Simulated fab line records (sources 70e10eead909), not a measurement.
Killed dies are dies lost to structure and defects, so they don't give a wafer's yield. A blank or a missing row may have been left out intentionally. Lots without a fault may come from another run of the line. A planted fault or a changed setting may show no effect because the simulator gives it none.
Chamber matching + flow nandHarc + NHARC_A_M0_ETCH_34 on rieDiel-07: 4 sister chambers
The step etches the open film in N2/H2, target depth 40 nm, overetch 12 nm, time 43.94 s. 8 wafers are shown with their chamber, then 8 later ones without.

== WAFERS PAIRED WITH THEIR CHAMBERS ==
| wafer  | chamber | drypumpMotorCurrentA (A) | rfVppV (V) |
|--------|---------|--------------------------|------------|
| L075.5 | 3       | 5.5                      | 432.9      |
| L077.5 | 2       | 5.7                      | 427.7      |
| L081.2 | 0       | 6.6                      | 435.9      |
| L081.5 | 1       | 5.7                      | 429.6      |
| L082.1 | 0       | 6.6                      | 436.6      |
| L082.4 | 2       | 5.7                      | 428.0      |
| L082.5 | 3       | 5.5                      | 431.8      |
| L082.2 | 1       | 5.6                      | 429.7      |

== WAFERS WHOSE CHAMBER IS MISSING ==
| wafer  | drypumpMotorCurrentA (A) | rfVppV (V) |
|--------|--------------------------|------------|
| L082.3 | 5.5                      | 432.2      |
| L082.6 | 5.7                      | 429.2      |
| L093.2 | 5.5                      | 430.3      |
| L093.5 | 6.7                      | 434.7      |
| L093.6 | 5.5                      | 431.9      |
| L094.3 | 5.6                      | 429.7      |
| L094.4 | 5.5                      | 432.4      |
| L094.6 | 5.6                      | 431.9      |

== WHICH CHAMBER EACH WENT THROUGH ==
| wafer  | from the rows above     | in truth |
|--------|-------------------------|----------|
| L082.3 | 3                       | 3        |
| L082.6 | can't be placed: 1 or 2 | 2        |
| L093.2 | can't be placed: 3 or 1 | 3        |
| L093.5 | 0                       | 0        |
| L093.6 | 3                       | 3        |
| L094.3 | 1                       | 1        |
| L094.4 | 3                       | 3        |
| L094.6 | can't be placed: 3 or 1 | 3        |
Correct placement for 5 of the 8. Cannot be placed on the basis of these rows: 3; the candidates contain the true chamber in 3. Wrongly placed: 0.
How it was worked out, from the rows above alone: a wafer's distance from a chamber is the root of the sum, over the readings, of the square of ((its reading less the chamber's mean) divided by the reading's scatter). The wafer belongs to the nearest chamber; if the next one is less than 2 further off, it can't be placed. Each chamber's mean is taken over the wafers shown for it. The scatter: take each reading less its chamber's mean, square it, sum over the shown wafers, divide by the number of wafers less the number of chambers, and take the root.
